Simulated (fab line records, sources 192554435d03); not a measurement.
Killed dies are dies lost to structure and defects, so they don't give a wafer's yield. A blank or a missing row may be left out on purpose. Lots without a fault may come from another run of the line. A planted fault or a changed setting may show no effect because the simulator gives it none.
Chamber matching | flow n5_finfet | N5_BEOL_M0_CUTY_ETCH_63 on rie_diel-01: 4 sister chambers
The step etches SOC in N2/H2, target depth 82.7 nm, overetch 16.5 nm, time 124 s. 16 wafers are shown with their chamber, then 8 later ones without.

WAFERS WITH THEIR CHAMBER
wafer  | chamber | throttle_valve_pct (%) | showerhead_plenum_p_Torr (Torr) | oes_product_au (a.u.)
L075.1 | 1       | 17.82                  | 2.70                            | 0.66
L075.3 | 2       | 18.22                  | 2.60                            | 0.57
L075.6 | 3       | 17.64                  | 2.62                            | 0.60
L077.1 | 1       | 17.83                  | 2.70                            | 0.65
L077.2 | 3       | 17.67                  | 2.62                            | 0.60
L077.6 | 2       | 18.24                  | 2.59                            | 0.57
L078.3 | 1       | 17.86                  | 2.70                            | 0.66
L078.4 | 0       | 17.64                  | 2.63                            | 0.63
L078.5 | 1       | 17.84                  | 2.70                            | 0.65
L080.2 | 1       | 17.84                  | 2.70                            | 0.64
L080.3 | 0       | 17.66                  | 2.63                            | 0.61
L080.5 | 0       | 17.66                  | 2.63                            | 0.61
L084.1 | 0       | 17.68                  | 2.62                            | 0.60
L084.3 | 3       | 17.69                  | 2.61                            | 0.59
L084.6 | 3       | 17.71                  | 2.61                            | 0.59
L085.1 | 0       | 17.69                  | 2.62                            | 0.60

SIGNATURES (means of the wafers above)
reading                  | chamber 0 | chamber 1 | chamber 2 | chamber 3 | scatter within a chamber
throttle_valve_pct       | 17.6660   | 17.8380   | 18.2300   | 17.6775   | 0.021
showerhead_plenum_p_Torr | 2.6260    | 2.7000    | 2.5950    | 2.6150    | 0.00474
oes_product_au           | 0.6100    | 0.6520    | 0.5700    | 0.5950    | 0.00904
Rule: a wafer's distance from a chamber is the root of the sum, over the readings, of the square of ((its reading less the chamber's mean) divided by the reading's scatter). The wafer belongs to the nearest chamber; if the next one is less than 2 further off, it can't be placed. The scatter: the root of (the sum of the squares of (reading less its chamber's mean) over the shown wafers, divided by (wafers less chambers)).

WAFERS WITHOUT THEIR CHAMBER
wafer  | throttle_valve_pct (%) | showerhead_plenum_p_Torr (Torr) | oes_product_au (a.u.)
L085.4 | 17.88                  | 2.69                            | 0.63
L085.5 | 17.72                  | 2.61                            | 0.59
L086.3 | 17.76                  | 2.59                            | 0.76
L086.5 | 17.76                  | 2.59                            | 0.76
L086.6 | 17.86                  | 2.69                            | 0.64
L094.1 | 17.92                  | 2.68                            | 0.61
L094.2 | 17.75                  | 2.61                            | 0.59
L094.4 | 17.92                  | 2.68                            | 0.61

WHICH CHAMBER EACH WENT THROUGH
wafer  | from the rows above     | in truth
L085.4 | 1                       | 1
L085.5 | 3                       | 3
L086.3 | can't be placed: 0 or 3 | 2
L086.5 | can't be placed: 0 or 3 | 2
L086.6 | 1                       | 1
L094.1 | 1                       | 1
L094.2 | 3                       | 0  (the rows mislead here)
L094.4 | 1                       | 1
Placed correctly: 5 of 8. Can't be placed from these rows: 2 (the true chamber is among the candidates in 0). Placed wrongly: 1.
